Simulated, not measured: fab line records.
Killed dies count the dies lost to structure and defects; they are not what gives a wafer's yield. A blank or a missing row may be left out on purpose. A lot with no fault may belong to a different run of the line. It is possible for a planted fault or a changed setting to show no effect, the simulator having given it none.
What tool caused it? ; flow n5Finfet ; 11 lots with 33 wafers sampled at 2 steps, on a route of 1938 steps

== WHAT EACH GAUGE READ, for each wafer ==
N5_GATE_CUT_THK_MEAS_24.
lot;measured;on;GC_FILL_THK (nm)
L076;day 5 03:37;filmMetro-01;219.4 220.4 220.5
L077;day 5 14:41;filmMetro-01;219.7 219.3 221.9
L080;day 6 03:17;filmMetro-02;218.7 219.1 220.3
L082;day 6 17:35;filmMetro-02;221.9 220.5 223.2
L084;day 7 00:53;filmMetro-02;218.9 217.0 222.1
L086;day 7 17:01;filmMetro-01;218.5 218.9 220.1
L088;day 8 04:00;filmMetro-02;218.7 222.3 219.7
L090;day 8 16:11;filmMetro-02;219.7 220.5 224.4
L093;day 9 11:31;filmMetro-01;218.0 218.5 220.2
L095;day 9 18:28;filmMetro-01;217.2 216.7 218.8
L097;day 10 11:54;filmMetro-02;216.4 219.8 219.7

== WHICH TOOL RAN EACH LOT (tool, then ch and the chambers of the sampled wafers, then the start) ==
lot;N5_GATE_CUT_STRIP_42
L076;rieDiel-03 ch 0,2,3, day 5 01:14
L077;rieDiel-01 ch 0,1,2, day 5 12:16
L080;rieDiel-03 ch 1,2, day 6 00:55
L082;rieDiel-03 ch 0,3, day 6 15:09
L084;rieDiel-03 ch 0,1,2, day 6 22:31
L086;rieDiel-01 ch 0,1,2, day 7 14:38
L088;rieDiel-03 ch 0,2,3, day 8 01:37
L090;rieDiel-01 ch 2, day 8 13:37
L093;rieDiel-01 ch 0,2, day 9 09:08
L095;rieDiel-03 ch 1,2,3, day 9 16:05
L097;rieDiel-03 ch 0,1,2, day 10 09:31
- N5_GATE_CUT_STRIP_42: strips in O2.

== THE ANSWER, worked out from the rows above alone ==
Rule: what is usual is taken from the lots themselves. The widest of any qualifying gaps counts: lots, ordered by their means at a reading, are off when they make up no more than a third of the lots, leave a main group of 4 or more, and stand apart from it by 3 or more times the standard deviation of that group's means. A main group whose means are all the same, to the digits that the tables above print for the reading, isn't used. Also off: a lot with no number at a reading for which 4 or more lots have one. Where the step has rows for the other lots, those lots are counted as sound.
No lot is off at any reading shown: from this, nothing can be told.

== WHAT THE SIMULATOR HAD PUT IN ==
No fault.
